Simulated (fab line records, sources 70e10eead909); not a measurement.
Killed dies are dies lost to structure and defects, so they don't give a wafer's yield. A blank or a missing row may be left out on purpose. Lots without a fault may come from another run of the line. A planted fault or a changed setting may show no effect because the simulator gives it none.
Which tool did it? | flow nand_harc | 6 lots, 18 wafers sampled, at 1 step of a route of 1302

WHAT THE GAUGES READ, wafer by wafer
NHARC_P_ZERO_WELL_INSPECT_43.
lot  | measured     | on                | raw_defect_count
L646 | day 2 13:47  | defect_inspect-01 | 8 4 5
L649 | day 3 19:39  | defect_inspect-01 | 17 16 10
L658 | day 7 15:38  | defect_inspect-02 | 5 6 5
L662 | day 9 05:22  | defect_inspect-02 | 14 22 19
L665 | day 10 11:29 | defect_inspect-01 | 15 12 9
L667 | day 11 07:33 | defect_inspect-01 | 12 9 14

WHICH TOOL RAN EACH LOT (tool, then ch and the chambers of the sampled wafers, then the start)
The record holds no process step before these readings.

THE ANSWER, worked out from the rows above alone
Rule: what is usual is taken from the lots themselves. Put in order of their means at a reading, lots are off if they are a third of the lots or fewer, leave a main group of 4 or more, and stand apart from it by a gap of 3 or more times the standard deviation of the main group's means; of several such gaps the widest counts. A main group whose means are all the same, to the digits that the tables above print for the reading, isn't used. A lot without any number at a reading at which 4 lots or more have one is off too. The other lots that the step has rows for count as sound.
No lot is off at any reading shown: from this, nothing can be told.

WHAT THE SIMULATOR HAD PUT IN
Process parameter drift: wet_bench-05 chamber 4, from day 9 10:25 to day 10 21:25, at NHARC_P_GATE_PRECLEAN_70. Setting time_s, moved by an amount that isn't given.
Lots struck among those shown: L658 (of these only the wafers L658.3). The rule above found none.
